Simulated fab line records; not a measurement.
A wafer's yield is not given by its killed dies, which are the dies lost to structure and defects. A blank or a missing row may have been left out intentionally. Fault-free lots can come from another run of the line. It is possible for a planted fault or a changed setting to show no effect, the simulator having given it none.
Matching of chambers || flow n5-finfet || rie-diel-05 running N5_SDB_DESCUM_16: 4 sister chambers
The step chemistry O2, time 7.9 s. 8 wafers are shown with their chamber, then 7 later ones without.

== WAFERS PAIRED WITH THEIR CHAMBERS ==
{"wafer": "L079.4", "chamber": 3, "showerhead-plenum-p-Torr (Torr)": 2.25, "throttle-valve-pct (%)": 20.46}
{"wafer": "L079.6", "chamber": 3, "showerhead-plenum-p-Torr (Torr)": 2.24, "throttle-valve-pct (%)": 20.47}
{"wafer": "L084.6", "chamber": 2, "showerhead-plenum-p-Torr (Torr)": 2.07, "throttle-valve-pct (%)": 20.58}
{"wafer": "L088.1", "chamber": 1, "showerhead-plenum-p-Torr (Torr)": 2.08, "throttle-valve-pct (%)": 20.23}
{"wafer": "L088.2", "chamber": 2, "showerhead-plenum-p-Torr (Torr)": 2.07, "throttle-valve-pct (%)": 20.58}
{"wafer": "L088.3", "chamber": 0, "showerhead-plenum-p-Torr (Torr)": 2.05, "throttle-valve-pct (%)": 20.40}
{"wafer": "L093.1", "chamber": 1, "showerhead-plenum-p-Torr (Torr)": 2.07, "throttle-valve-pct (%)": 20.24}
{"wafer": "L093.3", "chamber": 0, "showerhead-plenum-p-Torr (Torr)": 2.05, "throttle-valve-pct (%)": 20.43}

== WAFERS MISSING THEIR CHAMBER ==
{"wafer": "L093.6", "showerhead-plenum-p-Torr (Torr)": 2.05, "throttle-valve-pct (%)": 20.43}
{"wafer": "L094.2", "showerhead-plenum-p-Torr (Torr)": 2.05, "throttle-valve-pct (%)": 20.43}
{"wafer": "L094.3", "showerhead-plenum-p-Torr (Torr)": 2.23, "throttle-valve-pct (%)": 20.50}
{"wafer": "L094.6", "showerhead-plenum-p-Torr (Torr)": 2.07, "throttle-valve-pct (%)": 20.23}
{"wafer": "L095.1", "showerhead-plenum-p-Torr (Torr)": 2.07, "throttle-valve-pct (%)": 20.33}
{"wafer": "L095.2", "showerhead-plenum-p-Torr (Torr)": 2.23, "throttle-valve-pct (%)": 20.51}
{"wafer": "L095.5", "showerhead-plenum-p-Torr (Torr)": 2.07, "throttle-valve-pct (%)": 20.25}

== CHAMBER TAKEN BY EACH ==
{"wafer": "L093.6", "from the rows above": 0, "in truth": 0}
{"wafer": "L094.2", "from the rows above": 0, "in truth": 0}
{"wafer": "L094.3", "from the rows above": 3, "in truth": 3}
{"wafer": "L094.6", "from the rows above": 1, "in truth": 1}
{"wafer": "L095.1", "from the rows above": "can't be placed: 1 or 0", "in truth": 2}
{"wafer": "L095.2", "from the rows above": 3, "in truth": 3}
{"wafer": "L095.5", "from the rows above": 1, "in truth": 1}
Correct placement for 6 of the 7. Unplaceable from these rows: 1, with the true chamber sitting among the candidates in 0. Wrongly placed: 0.
How it was worked out, from the rows above alone: a wafer's distance from a chamber is the root of the sum, over the readings, of the square of ((its reading less the chamber's mean) divided by the reading's scatter). The wafer belongs to the nearest chamber; if the next one is less than 2 further off, it can't be placed. For every chamber, the mean is computed from those of its wafers that are shown. The scatter: take each reading less its chamber's mean, square it, sum over the shown wafers, divide by the number of wafers less the number of chambers, and take the root.
